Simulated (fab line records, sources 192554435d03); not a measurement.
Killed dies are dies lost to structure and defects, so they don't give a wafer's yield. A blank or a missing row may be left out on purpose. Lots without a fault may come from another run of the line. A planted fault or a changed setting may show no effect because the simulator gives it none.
fab line records | flow n5_finfet
record lots=4 wafers=12 last_day=17
route steps=1938 shown BEOL_M9@1464 BEOL_M10@1470
lots that met no fault: from a run of the same line without faults
start_h: hours from the record's first day to the start of the lot's first wafer shown | wait_h: hours since the lot's step before | " the same as in the row above | L1.1+2: a row that stands for several wafers | - no value, or no start given | * or withheld: withheld | < > ~ a bound
route shown NAME@n: a module of which the file shows steps, and the number in the route of the first | usual: mean/standard deviation of fault-free wafers | same: alike in all rows | chamber/n: place in a boat | sites: the reading at each site | _std_site: their standard deviation | _edge_site: outer sites' mean less inner sites' | radius_mm: how far each site lies from the wafer's centre | mask NAME#n: copy n | behind: the tool/chamber that last shaped the wafer | hold: why the lot was held/for how many hours/how that ended | device: the transistor (n, p or np) that didn't switch | end of line: the same wafers' tests at the end of the route | a step without rows: its recipe alone | killed: dies lost to structure and defects at the first sort, not the wafer's yield | map: a wafer's dies, x killed, . not, _ none there
set.NAME: the setting as run; set.NAME@STEP: as run at that earlier step | model.NAME: the simulator's own value behind a step, which no gauge read
lots at some steps of the route; a table a step, a row a wafer
services: from which hour (start_h, from the record's first day; less than 0 if before it) a tool's chamber was out of use, for how many hours, and why
## steps
# step N5_BEOL_M9_CMP_52
# recipe stop_on=SiCOH_lowk t_overpolish_s=7 down_force_psi=1 platen_rpm=50 clearing_platen_down_force_psi=1.5 clearing_platen_rpm=50 post_cmp_clean=cu_alkaline target_thk_nm=140 clearing_platen_pad_velocity_m_s=0.99484 pad_velocity_m_s=0.99484
# step N5_BEOL_M9_PRE_CLEAN_55
# recipe gas=NH3 time_s=15 temp_c=withheld rf_power_w=300
# step N5_BEOL_M9_DEP_56
# recipe material=SiCN target_thk_a=150 temp_c=withheld precursor=3MS/NH3 pressure_torr=3 rf_w=202 time_s=26.5
# step N5_BEOL_M10_ILD_DEP_00
# recipe material=SiCOH_lowk target_thk_a=3085.1 temp_c=300 precursor=DEMS/porogen pressure_torr=5 rf_w=500 time_s=58
# step N5_BEOL_M10_CURE_71
# recipe temp_c=385 time_s=240 ambient=He/Ar material=SiCOH_lowk
# step N5_BEOL_M10_PECVD_70
# recipe material=SiO2 target_thk_a=200 temp_c=400 precursor=TEOS/O2 pressure_torr=5.5 rf_w=450 teos_flow_sccm=53.8 gas=O2 flow_sccm=3000 time_s=22.7
# step N5_BEOL_M10_HM_DEP_02
# recipe material=TiN target_thk_a=200 temp_c=25 chamber_pressure_pa=0.49996
# step N5_BEOL_M10_COAT_59
# recipe resist=SOC temp_c=250 time_s=60 spin_rpm=1500 resist_thk_nm=100
# step N5_BEOL_M10_COAT_60
# recipe resist=SiARC temp_c=220 time_s=60 spin_rpm=1500 resist_thk_nm=30
# usual spin_speed_rpm=1500.0/0.89
# columns lot.wafer tool chamber start_h wait_h spin_speed_rpm model.SiARC_of_BEOL_M10_COAT_60.thk_nm
L650.2 litho_track-03 0 265.42 - 1237.5 33
L650.5 " 0 " " 1237.8 33.2
L650.6 " 0 " " 1236.8 33.2
L651.1 litho_track-03 0 269.62 - 1237.5 33.2
L651.5 " 0 " " 1236.1 33.4
L651.6 " 0 " " 1237.6 33.2
L660.2 litho_track-03 0 337.77 - 1499.8 30
L660.4 " 0 " " 1500.0 30
L660.5 " 0 " " 1499.5 30
L663.3 litho_track-04 0 344.59 - 1499.8 29.8
L663.5 " 0 " " 1499.6 30
L663.6 " 0 " " 1500.3 30
# step N5_BEOL_M10_COAT_05
# recipe resist=CAR-ArF spin_rpm=1500 resist_thk_nm=90
# step N5_BEOL_M10_EBR_07
# recipe solvent=PGMEA ebr_width_mm=1.5
# step N5_BEOL_M10_SOFTBAKE_06
# recipe temp_c=110 time_s=60 resist=CAR-ArF
# step N5_BEOL_M10_EXPOSE_08
# recipe mask_id=M10 na=1.35 source_shape=dipole sigma_inner=0.411 sigma_outer=0.611 polarization=te dose_mj=53.75
# step N5_BEOL_M10_PEB_09
# recipe peb_temp_c=withheld peb_time_s=60 resist=CAR-ArF
# step N5_BEOL_M10_DEVELOP_10
# recipe develop_time_s=30 developer=TMAH resist=CAR-ArF rinse_liquid=diw dry=air_spin dev_temp_c=23
# step N5_BEOL_M10_DESCUM_16
# recipe chemistry=O2 time_s=7.9 source_power_w=50 bias_power_w=20 pressure_mtorr=20 rf_frequency_hz=2.712e+07 temp_c=40 resist=CAR-ArF o2_flow_sccm=225
# step N5_BEOL_M10_ETCH_61
# recipe chemistry=CF4 target=SiARC target_depth_a=390 mask_material=CAR-ArF time_s=65 ion_energy_ev=80 pressure_mtorr=40 source_w=545 bias_w=36 Ar_flow_sccm=100 cf4_flow_sccm=100 ends=cleared
# usual chamber_pressure_mTorr=40.00/0.032 drypump_motor_current_A=5.6/0.44 etch_rf_on_time_s=65.2/0.98 oes_product_au=0.68/0.072 rf_vpp_V=184.1/1.5 showerhead_plenum_p_Torr=2.15/0.096 throttle_valve_pct=15.69/0.22
# columns lot.wafer tool chamber start_h wait_h chamber_pressure_mTorr drypump_motor_current_A etch_rf_on_time_s oes_product_au rf_hours_counter_h rf_vpp_V showerhead_plenum_p_Torr throttle_valve_pct model.etch.depth_nm model.CAR-ArF_of_BEOL_M10_COAT_05.thk_nm
L650.2 rie_diel-06 3 265.90 0.0 40.01 6.4 71.6 0.73 64 185.4 2.09 15.45 33.05 53
L650.5 " 0 " " 39.97 5.6 72.7 0.68 - 185.3 2.25 15.58 33.16 53
L650.6 " 3 " " 40.00 6.3 71.9 0.72 - 183.6 2.09 15.46 33.16 52.8
L651.1 rie_diel-01 1 270.46 0.0 40.01 5.3 73.5 0.64 164 182.8 2.06 15.85 33.2 53.4
L651.5 " 2 " " 40.02 4.9 72.1 0.61 - 182.4 1.97 15.92 33.3 52.8
L651.6 " 3 " " 39.96 5.6 72.3 0.73 - 183.7 2.18 15.54 33.12 53.2
L660.2 rie_diel-06 2 338.48 0.0 39.98 5.9 63.9 0.85 1 183.4 2.11 15.40 30.09 55.6
L660.4 " 1 " " 39.98 6.3 65.3 0.73 55 184.7 2.26 15.70 29.99 55.6
L660.5 " 2 " " 40.03 5.9 63.5 0.84 - 182.1 2.11 15.40 29.96 55.4
L663.3 rie_diel-02 2 345.13 0.0 40.00 5.4 65.6 0.76 30 183.2 2.09 15.38 29.87 55.8
L663.5 " 0 " " 39.95 5.9 63.9 0.64 - 185.8 2.22 15.96 29.96 56
L663.6 " 2 " " 40.03 5.4 65.3 0.77 - 183.0 2.09 15.38 29.99 55.8
# step N5_BEOL_M10_ETCH_62
# recipe chemistry=N2/H2 target=SOC target_depth_a=1100 overetch_a=220 mask_material=SiARC temp_c=40 time_s=165 ion_energy_ev=200 pressure_mtorr=30 source_w=840 bias_w=150 n2_flow_sccm=200 h2_flow_sccm=200
# usual chamber_pressure_mTorr=30.004/0.026 drypump_motor_current_A=5.6/0.44 oes_product_au=0.68/0.069 rf_vpp_V=524/3.5 showerhead_plenum_p_Torr=2.55/0.12 throttle_valve_pct=17.92/0.22
# columns lot.wafer tool chamber start_h wait_h chamber_pressure_mTorr drypump_motor_current_A oes_product_au rf_hours_counter_h rf_vpp_V showerhead_plenum_p_Torr throttle_valve_pct model.SiARC_of_BEOL_M10_COAT_60.thk_nm
L650.2 rie_diel-06 3 265.95 0.0 29.988 6.3 0.72 64 522 2.47 17.62 26.6
L650.5 " 0 " " 30.003 5.7 0.68 - 528 2.67 17.77 26.8
L650.6 " 3 " " 30.017 6.3 0.72 - 522 2.47 17.62 26.6
L651.1 rie_diel-01 1 270.51 0.0 30.025 5.3 0.65 164 520 2.44 18.12 27
L651.5 " 2 " " 29.989 4.9 0.60 - 517 2.31 18.12 26.8
L651.6 " 3 " " 30.046 5.6 0.72 - 526 2.59 17.78 26.8
L660.2 rie_diel-06 2 338.53 0.0 29.988 5.9 0.83 1 523 2.51 17.74 23.4
L660.4 " 1 " " 30.030 6.3 0.73 55 528 2.69 18.00 23.6
L660.5 " 2 " " 29.966 5.9 0.82 - 521 2.51 17.75 23.2
L663.3 rie_diel-02 2 345.18 0.0 29.977 5.4 0.76 30 522 2.48 17.65 23.2
L663.5 " 0 " " 30.022 5.9 0.64 - 527 2.64 18.11 23.2
L663.6 " 2 " " 29.968 5.4 0.77 - 522 2.48 17.65 23.4
# step N5_BEOL_M10_STRIP_68
# recipe chemistry=N2/H2 temp_c=40 n2_flow_sccm=200 h2_flow_sccm=200 rf_frequency_hz=6e+07
## services
# columns tool chamber start_h hours kind
rie_diel-06 0 243.05 2.5 repair
rie_diel-02 0 263.26 1.9 repair
rie_diel-06 1 298.54 10.2 repair
rie_diel-06 2 308.72 - clean
rie_diel-06 2 308.72 - consumable_replace:focus_ring
rie_diel-06 2 308.72 27.9 scheduled_down
rie_diel-06 2 308.72 27.9 vent_cycle
rie_diel-06 0 323.67 8.7 repair
rie_diel-02 3 339.30 - clean
rie_diel-02 3 339.30 - consumable_replace:focus_ring
rie_diel-02 3 339.30 19.9 scheduled_down
rie_diel-02 3 339.30 19.9 vent_cycle
## key
first_sign step=N5_BEOL_M10_COAT_60 reading=spin_speed_rpm direction=down sigmas=99+ usual=* struck=*
effect step=N5_BEOL_M10_ETCH_61 reading=etch_rf_on_time_s direction=up sigmas=7.3 usual=* struck=*
model_effect step=N5_BEOL_M10_COAT_60 value=SiARC_of_BEOL_M10_COAT_60.thk_nm without=30.13 struck=33.2
model_effect step=N5_BEOL_M10_ETCH_61 value=etch.depth_nm without=30.11 struck=33.16
model_effect step=N5_BEOL_M10_ETCH_62 value=SiARC_of_BEOL_M10_COAT_60.thk_nm without=23.77 struck=26.77
met_at N5_BEOL_M10_COAT_60
struck_wafers L650.2,L650.5,L650.6,L651.1,L651.5,L651.6
fault kind=process_parameter_drift tool=litho_track-03 chamber=- onset_h=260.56 steps=N5_BEOL_M10_COAT_60 channel=spin_rpm offset=* shape=step end_h=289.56 acts_in=* stated=*
